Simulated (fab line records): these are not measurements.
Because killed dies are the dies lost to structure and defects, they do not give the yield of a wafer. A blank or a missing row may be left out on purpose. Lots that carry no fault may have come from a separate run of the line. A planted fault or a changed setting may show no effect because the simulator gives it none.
3 desks looking at one fault | flow n5Finfet | numbers are kept per desk, each desk with only its own; the story behind them comes last

## THE DEFECT DESK
Inspection counts along the route, by lot: the mean over sampled wafers that carry a number. If a lot's mean is further than 4 standard deviations from the usual mean, the lot is out of limits and carries the mark OUT (the distance appears in the brackets).
Columns: A = rawDefectCount at N5_PMOS_HMC_CHANNEL_EPI_INSPECT_11, usual 2.0
lot  | first seen here | A
L422 | day 1 17:25     | 1.7
L431 | day 3 23:23     | 2.0
L432 | day 4 06:24     | 1.7
L433 | day 4 11:25     | 3.0
L435 | day 4 23:19     | 2.0
L442 | day 6 18:23     | 2.7
This desk's verdict: no lot among the 6 shows anything out of limits.

## METROLOGY DESK
Lot by lot, what the gauges showed, no matter which tool ran the lot: averages of those sampled wafers that carry a number. If a lot's mean is further than 4 standard deviations from the usual mean, the lot is out of limits and carries the mark OUT (the distance appears in the brackets). 7 of its 12 readings are shown, namely those furthest out on some lot.
Columns: A = PMOS_HMC_BLK_OVL at N5_PMOS_HMC_CHANNEL_EPI_OVL_MEAS_10, usual -0.2 nm; B = DIBL_N at N5_BEOL_M4_RC_MEAS_101, usual 36.2 mV/V; C = ION_N at N5_BEOL_M4_RC_MEAS_101, usual 675 uA/um; D = ION_P at N5_BEOL_M4_RC_MEAS_101, usual 460 uA/um; E = SS_N at N5_BEOL_M4_RC_MEAS_101, usual 71.4 mV/dec; F = SS_P at N5_BEOL_M4_RC_MEAS_101, usual 73.4 mV/dec; G = VT_N at N5_BEOL_M4_RC_MEAS_101, usual 249 mV
lot  | first seen here | A    | B    | C   | D   | E    | F    | G
L422 | day 1 17:21     | -0.0 | 37.7 | 684 | 464 | 71.3 | 73.5 | 246
L431 | day 3 23:19     | -0.9 | 35.3 | 670 | 455 | 71.7 | 72.9 | 249
L432 | day 4 06:21     | -0.1 | 35.3 | 660 | 454 | 71.0 | 73.1 | 254
L433 | day 4 11:21     | -1.0 | 34.4 | 668 | 462 | 70.9 | 73.8 | 253
L435 | day 4 23:16     | 0.0  | 36.1 | 668 | 452 | 71.6 | 73.1 | 250
L442 | day 6 18:20     | 0.4  | 37.6 | 671 | 459 | 71.9 | 72.7 | 252
This desk's verdict: no lot among the 6 shows anything out of limits.

## DESK OF THE TOOL OWNER: rieDiel-02
The tool's own readings at N5_PMOS_HMC_CHANNEL_EPI_ETCH_32 (etches BARC in N2/H2, stops on SiO2, target depth 85.8 nm, time 50.3 s): means of the sampled wafers that have a number, for each lot that ran on this tool. If a lot's mean is further than 4 standard deviations from the usual mean, the lot is out of limits and carries the mark OUT (the distance appears in the brackets).
Columns: A = biasW at N5_PMOS_HMC_CHANNEL_EPI_ETCH_32, usual 150.0 W; B = chamberPressureMTorr at N5_PMOS_HMC_CHANNEL_EPI_ETCH_32, usual 30.002 mTorr; C = drypumpMotorCurrentA at N5_PMOS_HMC_CHANNEL_EPI_ETCH_32, usual 5.8 A; D = oesProductAu at N5_PMOS_HMC_CHANNEL_EPI_ETCH_32, usual 0.66 a.u.; E = rfVppV at N5_PMOS_HMC_CHANNEL_EPI_ETCH_32, usual 525.1 V; F = showerheadPlenumPTorr at N5_PMOS_HMC_CHANNEL_EPI_ETCH_32, usual 2.58 Torr; G = throttleValvePct at N5_PMOS_HMC_CHANNEL_EPI_ETCH_32, usual 17.84 %
lot  | first seen here | A               | B      | C   | D    | E               | F    | G
L422 | day 1 17:29     | 149.8           | 30.014 | 6.3 | 0.66 | 523.6           | 2.56 | 17.94
L431 | day 3 23:33     | 177.8 (+68) OUT | 29.988 | 5.5 | 0.63 | 581.1 (+24) OUT | 2.52 | 17.77
L432 | day 4 06:28     | 178.3 (+69) OUT | 30.010 | 5.4 | 0.63 | 580.1 (+24) OUT | 2.52 | 17.78
Finding of this desk: L431, L432 out of limits; the first was L431 at day 3 23:33, on biasW at N5_PMOS_HMC_CHANNEL_EPI_ETCH_32. L422 stayed within limits.

## TAKEN TOGETHER
An alarm could have come from the tool owner's desk at day 3 23:33, on L431, L432.
No out-of-limits result turned up at the defect desk.
From the metrology desk's view, nothing was out of limits.
The defect desk has L431, L432 on record, within its limits.
The metrology desk holds a record of L431, L432, inside its limits.
All the named lots went through N5_PMOS_HMC_CHANNEL_EPI_ETCH_32 on rieDiel-02.

## WHAT THE SIMULATOR PUT IN
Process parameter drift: rieDiel-02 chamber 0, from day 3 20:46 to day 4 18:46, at N5_PMOS_HMC_CHANNEL_EPI_ETCH_32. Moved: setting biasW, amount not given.
Struck lots among those shown: L431, L432.
Delay in hours, fault start to first out-of-limits reading, by desk: the tool owner's desk at 3.
